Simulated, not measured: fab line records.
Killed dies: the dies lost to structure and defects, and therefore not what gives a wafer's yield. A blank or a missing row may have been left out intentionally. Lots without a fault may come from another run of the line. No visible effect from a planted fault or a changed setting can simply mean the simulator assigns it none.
Problem report in the 8D (eight disciplines) form, filled by code -- flow n5-finfet -- the parts of the form that need people (team, actions taken, sign-off) are left out

1. THE ISSUE
killed_at_M4_up at N5_PASSIVATION_PROBE_49 reads a mean of 632 on 9 wafers of 3 lots; wafers without a fault read 14 with a standard deviation of 5.6. So: +99 or more standard deviations from the usual mean.
Earliest sighting: wafer L432.1 on prober-01 at day 14 11:03. The record holds 27 wafers of 9 lots with a number at this step. Rule for "out" (also "out of limits"): further than 4 standard deviations from the usual mean. All remaining wafers that have a number are taken as sound.

2. WHAT IT IS, WHAT IT ISN'T
question,is,is not
which readings at this step,"killed_at_M4_up, defect-limited-yield, killed-dies, killed-on-rim, sort_bin_5_function, sort_bin_6_memory, sort-n-pass, sort-yield-pct","killed-at-contacts, killed-at-front-end, killed-at-other"
which lots,"L432, L433, L434","L423, L424, L426, L428, L431, L444"
which wafers of those lots,all that have a number,-
read on which tools,"prober-01, prober-02",-
when,from day 14 11:03,up to then (15 sound wafers); but 3 sound wafers of L444 came after

3. WHAT RULES OUT EACH SUSPECT
Counting: any tool at a process step up to the reading is kept as a suspect provided that every lot that is out went through it and no sound lot did after the first of them.
- ecd-cu-02 at N5_BEOL_M7_ECD_50 (material Cu, target thk 300 nm): ruled out as a lasting fault. After its first lot that is out, L432 (day 11 13:55), sound lots L444 ran on it.
Left after counting: nothing in the record.

4. THE CAUSE (what the simulator had put in)
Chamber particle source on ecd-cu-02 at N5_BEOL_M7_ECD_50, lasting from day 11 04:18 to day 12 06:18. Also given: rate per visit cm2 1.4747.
It was ruled out by counting, in error; the rule expects a fault to strike all lots run on its tool from its start on, and this fault did not.

5. THE EFFECT CHAIN, in route order
One row per reading whose mean, taken over the struck wafers that have a number, lies over 3 standard deviations from the usual. Only readings whose record carries a usual standard deviation are examined. hours: median over the lots of the time between each lot's start at the first step of this table that gives one and its start at this step. sigmas: the change, counted in usual standard deviations.
hours,step,reading,usual,on struck wafers,change,sigmas
0,N5_PASSIVATION_PROBE_49,defect-limited-yield,91.1 %,42.0,-49.1,-35
0,N5_PASSIVATION_PROBE_49,killed_at_M4_up,14,632,+618,+99 or more
0,N5_PASSIVATION_PROBE_49,killed-dies,105,685,+580,+36
0,N5_PASSIVATION_PROBE_49,killed-on-rim,13,88,+75,+19
0,N5_PASSIVATION_PROBE_49,sort_bin_5_function,5.2 %,37.3,+32.1,+35
0,N5_PASSIVATION_PROBE_49,sort_bin_6_memory,3.3 %,16.5,+13.2,+21
0,N5_PASSIVATION_PROBE_49,sort-n-pass,1075,495,-580,-36
0,N5_PASSIVATION_PROBE_49,sort-yield-pct,91.1 %,42.0,-49.1,-35
The process steps in it:
- N5_PASSIVATION_PROBE_49

6. WHAT WOULD HAVE CAUGHT IT SOONER
79 hours passed between the start of the fault at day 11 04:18 and the first reading out of limits in this record, taken at day 14 11:03.
